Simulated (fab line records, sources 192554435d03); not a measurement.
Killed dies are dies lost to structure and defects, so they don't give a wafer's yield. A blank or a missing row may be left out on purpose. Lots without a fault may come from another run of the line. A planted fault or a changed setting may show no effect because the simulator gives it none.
fab line records | flow n5_finfet | part 2 of 2: steps 5 to 6 of 6
record lots=23 wafers=69 last_day=19
route steps=1938 shown BEOL_M5@1151 BEOL_M6@1208
lots that met no fault: from a run of the same line without faults
start_h: hours from the record's first day to the start of the lot's first wafer shown | wait_h: hours since the lot's step before | " the same as in the row above | L1.1+2: a row that stands for several wafers | - no value, or no start given | * or withheld: withheld | < > ~ a bound
route shown NAME@n: a module of which the file shows steps, and the number in the route of the first | usual: mean/standard deviation of fault-free wafers | same: alike in all rows | chamber/n: place in a boat | sites: the reading at each site | _std_site: their standard deviation | _edge_site: outer sites' mean less inner sites' | radius_mm: how far each site lies from the wafer's centre | mask NAME#n: copy n | behind: the tool/chamber that last shaped the wafer | hold: why the lot was held/for how many hours/how that ended | device: the transistor (n, p or np) that didn't switch | end of line: the same wafers' tests at the end of the route | a step without rows: its recipe alone | killed: dies lost to structure and defects at the first sort, not the wafer's yield | map: a wafer's dies, x killed, . not, _ none there
set.NAME: the setting as run; set.NAME@STEP: as run at that earlier step | model.NAME: the simulator's own value behind a step, which no gauge read
steps of the route over a sample of lots; a table a step, a row a wafer
services: from which hour (start_h, from the record's first day; less than 0 if before it) a tool's chamber was out of use, for how many hours, and why
## steps
# step N5_BEOL_M6_STRIP_67
# recipe chemistry=CF4 resist=SiARC power_w=300 bias_power_w=75 pressure_mtorr=50 cf4_flow_sccm=150 rf_frequency_hz=6e+07
# usual chamber_pressure_mTorr=49.99/0.061 drypump_motor_current_A=5.48/0.29 oes_product_au=0.80/0.09 rf_vpp_V=271.0/1.8 showerhead_plenum_p_Torr=1.79/0.063 throttle_valve_pct=13.48/0.25
# columns lot.wafer tool chamber start_h wait_h chamber_pressure_mTorr drypump_motor_current_A oes_product_au rf_hours_counter_h rf_vpp_V showerhead_plenum_p_Torr throttle_valve_pct
L074.1 rie_diel-04 1 192.04 0.0 50.00 5.94 0.71 212 268.8 1.71 13.68
L074.2 " 0 " " 50.01 5.51 0.72 219 269.8 1.77 13.59
L074.6 " 0 " " 50.02 5.51 0.72 - 269.4 1.77 13.58
L075.2 rie_diel-01 3 207.77 0.0 49.97 5.24 0.87 41 270.0 1.75 13.36
L075.3 " 1 " " 50.08 5.60 0.69 229 268.0 1.70 13.66
L075.5 " 0 " " 49.94 5.35 0.71 - 272.9 1.84 13.65
L077.2 rie_diel-03 3 209.55 0.0 50.00 5.44 0.84 62 272.1 1.81 13.48
L077.3 " 2 " " 50.00 4.93 0.90 26 273.8 1.90 13.46
L077.5 " 3 " " 50.05 5.44 0.83 - 271.8 1.81 13.48
L076.3 rie_diel-03 0 212.26 0.0 50.04 5.81 0.90 21 271.3 1.82 12.92
L076.4 " 2 " " 49.96 4.93 0.90 28 271.6 1.90 13.47
L076.5 " 0 " " 49.92 5.81 0.90 - 272.1 1.81 12.94
L078.3 rie_diel-03 0 216.08 0.0 50.01 5.84 0.89 23 272.7 1.81 12.93
L078.4 " 3 " " 49.96 5.43 0.83 65 272.4 1.81 13.46
L078.6 " 2 " " 49.98 4.94 0.89 - 273.8 1.90 13.45
L079.1 rie_diel-01 3 218.81 0.0 49.92 5.21 0.85 47 268.7 1.75 13.38
L079.3 " 0 " " 50.03 5.31 0.71 218 271.7 1.84 13.63
L079.4 " 3 " " 49.98 5.25 0.86 - 270.1 1.74 13.38
L081.4 rie_diel-01 3 250.81 0.0 49.90 5.23 0.84 - 271.0 1.74 13.42
L081.5 " 1 " " 50.07 5.64 0.67 - 268.6 1.69 13.69
L081.6 " 0 " " 49.96 5.34 0.70 - 271.3 1.83 13.68
L082.1 rie_diel-04 2 252.28 0.0 50.01 5.40 0.91 24 272.1 1.77 13.18
L082.2 " 1 " " 50.06 5.91 0.70 225 269.1 1.71 13.71
L082.4 " 0 " " 50.10 5.51 0.70 244 271.6 1.77 13.63
L083.1 rie_diel-01 0 255.36 0.0 50.02 5.33 0.69 234 273.0 1.83 13.66
L083.4 " 0 " " 49.97 5.33 0.70 - 272.1 1.83 13.67
L083.5 " 1 " " 49.90 5.63 0.68 - 268.1 1.69 13.69
L080.3 rie_diel-04 1 257.18 0.0 49.90 5.91 0.71 227 269.4 1.71 13.69
L080.4 " 0 " " 50.02 5.52 0.70 246 271.0 1.76 13.61
L080.5 " 0 " " 50.03 5.54 0.70 - 271.7 1.76 13.63
L084.4 rie_diel-01 3 259.54 0.0 49.98 5.25 0.84 - 269.6 1.74 13.43
L084.5 " 0 " " 49.92 5.32 0.70 - 271.2 1.83 13.69
L084.6 " 1 " " 49.93 5.64 0.68 - 268.6 1.69 13.70
L085.1 rie_diel-03 1 263.24 0.0 50.06 5.84 0.95 8 272.6 1.84 13.38
L085.2 " 3 " " 50.04 5.42 0.80 83 271.6 1.81 13.52
L085.6 " 2 " " 49.99 4.93 0.86 - 274.8 1.89 13.50
L086.2 rie_diel-01 3 276.01 0.0 50.03 5.25 0.83 72 269.6 1.74 13.45
L086.3 " 0 " " 49.93 5.34 0.69 246 270.2 1.83 13.69
L086.4 " 0 " " 50.07 5.33 0.69 - 271.5 1.83 13.71
L090.1 rie_diel-03 0 279.31 0.0 50.05 5.81 0.86 45 272.3 1.81 12.98
L090.2 " 1 " " 50.03 5.85 0.94 12 271.4 1.84 13.38
L090.4 " 2 " " 49.92 4.93 0.86 51 271.3 1.89 13.50
L087.2 rie_diel-04 1 298.19 0.0 50.04 5.90 0.70 244 267.5 1.70 13.75
L087.3 " 3 " " 50.01 5.20 0.70 220 270.7 1.77 13.70
L087.4 " 1 " " 50.20 5.92 0.69 - 268.3 1.70 13.74
L088.1 rie_diel-01 3 305.61 0.0 50.03 5.25 0.81 83 270.7 1.74 13.48
L088.3 " 1 " " 49.93 5.64 0.96 5 274.5 1.90 13.13
L088.5 " 2 " " 50.02 5.78 0.73 - 269.0 1.71 13.82
L089.2 rie_diel-03 0 306.97 0.0 49.91 5.82 0.84 48 271.3 1.81 12.99
L089.4 " 3 " " 50.04 5.44 0.79 98 272.5 1.80 13.54
L089.5 " 2 " " 49.97 4.90 0.85 - 273.5 1.89 13.52
L091.2 rie_diel-03 1 310.65 0.0 49.97 5.83 0.90 24 271.6 1.83 13.43
L091.4 " 2 " " 50.00 4.96 0.84 63 273.6 1.89 13.53
L091.5 " 1 " " 49.91 5.83 0.90 - 270.0 1.83 13.42
L092.1 rie_diel-01 3 329.55 0.0 49.97 5.27 0.81 92 269.2 1.73 13.50
L092.2 " 0 " " 50.00 5.31 0.95 7 272.5 1.83 13.15
L092.3 " 1 " " 50.04 5.63 0.93 15 273.9 1.90 13.16
L094.2 rie_diel-01 3 346.00 0.0 50.08 5.23 0.80 98 268.0 1.73 13.52
L094.3 " 1 " " 49.96 5.64 0.91 21 274.5 1.90 13.18
L094.4 " 2 " " 49.97 5.78 0.71 242 267.7 1.70 13.88
L093.1 rie_diel-03 2 351.33 0.0 49.91 4.93 0.83 76 272.8 1.89 13.56
L093.2 " 0 " " 50.05 5.85 0.82 63 270.5 1.80 13.05
L093.4 " 3 " " 49.97 5.42 0.78 111 271.8 1.80 13.59
L095.3 rie_diel-04 1 357.98 0.0 49.94 5.93 0.94 6 272.5 1.91 13.23
L095.4 " 2 " " 49.94 5.42 0.86 51 269.9 1.76 13.24
L095.5 " 3 " " 49.99 5.23 0.70 - 268.9 1.77 13.75
L096.2 rie_diel-03 0 359.21 0.0 50.04 5.82 0.83 65 271.6 1.80 13.05
L096.3 " 3 " " 50.03 5.42 0.77 114 271.4 1.80 13.59
L096.5 " 3 " " 49.99 5.44 0.77 - 272.2 1.80 13.58
# step N5_BEOL_M6_CD_MEAS_18
# recipe pitch_nm=80 target_cd_nm=40
# usual cd_nm=40.3/0.64
# columns lot.wafer tool chamber start_h wait_h cd_nm
L074.1 cd_sem-01 - 192.26 0.0 40.3
L074.2 " - " " 39.6
L074.6 " - " " 39.7
L075.2 cd_sem-01 - 207.99 0.1 41.1
L075.3 " - " " 39.7
L075.5 " - " " 39.7
L077.2 cd_sem-02 - 209.78 0.1 42.2
L077.3 " - " " 40.0
L077.5 " - " " 41.3
L076.3 cd_sem-03 - 212.49 0.1 40.7
L076.4 " - " " 39.6
L076.5 " - " " 40.7
L078.3 cd_sem-03 - 216.31 0.1 39.6
L078.4 " - " " 41.4
L078.6 " - " " 40.0
L079.1 cd_sem-01 - 219.03 0.0 40.0
L079.3 " - " " 39.6
L079.4 " - " " 39.3
L081.4 cd_sem-03 - 251.03 0.1 40.6
L081.5 " - " " 40.2
L081.6 " - " " 40.1
L082.1 cd_sem-01 - 252.50 0.0 41.4
L082.2 " - " " 41.4
L082.4 " - " " 40.8
L083.1 cd_sem-01 - 255.58 0.0 39.0
L083.4 " - " " 39.5
L083.5 " - " " 40.1
L080.3 cd_sem-02 - 257.46 0.1 40.3
L080.4 " - " " 40.1
L080.5 " - " " 40.0
L084.4 cd_sem-01 - 259.75 0.1 40.8
L084.5 " - " " 40.3
L084.6 " - " " 40.8
L085.1 cd_sem-03 - 263.61 0.0 40.1
L085.2 " - " " 41.5
L085.6 " - " " 40.1
L086.2 cd_sem-01 - 276.23 0.1 40.2
L086.3 " - " " 40.1
L086.4 " - " " 39.4
L090.1 cd_sem-02 - 279.53 0.0 40.4
L090.2 " - " " 40.5
L090.4 " - " " 39.8
L087.2 cd_sem-03 - 298.41 0.1 40.3
L087.3 " - " " 40.6
L087.4 " - " " 40.7
L088.1 cd_sem-03 - 305.86 0.0 40.8
L088.3 " - " " 41.0
L088.5 " - " " 41.1
L089.2 cd_sem-02 - 307.20 0.1 40.5
L089.4 " - " " 40.3
L089.5 " - " " 40.4
L091.2 cd_sem-03 - 310.88 0.1 40.3
L091.4 " - " " 40.9
L091.5 " - " " 40.4
L092.1 cd_sem-01 - 329.86 0.0 40.3
L092.2 " - " " 41.9
L092.3 " - " " 41.4
L094.2 cd_sem-03 - 346.22 0.1 39.4
L094.3 " - " " 39.9
L094.4 " - " " 39.3
L093.1 cd_sem-03 - 351.55 0.0 41.2
L093.2 " - " " 40.5
L093.4 " - " " 40.9
L095.3 cd_sem-02 - 358.20 0.1 41.0
L095.4 " - " " 40.8
L095.5 " - " " 40.2
L096.2 cd_sem-01 - 359.50 0.1 41.1
L096.3 " - " " 39.3
L096.5 " - " " 40.4
## services
# columns tool chamber start_h hours kind
rie_diel-04 0 165.31 3.0 repair
rie_diel-05 1 198.10 1.3 repair
rie_diel-06 3 216.58 5.0 repair
rie_diel-04 1 232.60 8.5 repair
rie_diel-01 3 236.72 4.0 repair
rie_diel-06 1 240.99 8.6 repair
rie_diel-05 2 250.56 - clean
rie_diel-05 2 250.56 - consumable_replace:focus_ring
rie_diel-05 2 250.56 17.4 scheduled_down
rie_diel-05 2 250.56 17.4 vent_cycle
rie_diel-04 2 262.52 29.1 repair
rie_diel-03 0 285.15 18.7 repair
rie_diel-02 2 299.96 - clean
rie_diel-02 2 299.96 - consumable_replace:focus_ring
rie_diel-02 2 299.96 22.6 scheduled_down
rie_diel-02 2 299.96 22.6 vent_cycle
rie_diel-06 2 304.96 - clean
rie_diel-06 2 304.96 - consumable_replace:focus_ring
rie_diel-06 2 304.96 - consumable_replace:showerhead
rie_diel-06 2 304.96 12.3 scheduled_down
rie_diel-06 2 304.96 12.3 vent_cycle
rie_diel-06 1 319.92 6.7 repair
rie_diel-06 3 357.07 4.4 repair
rie_diel-05 3 357.31 - clean
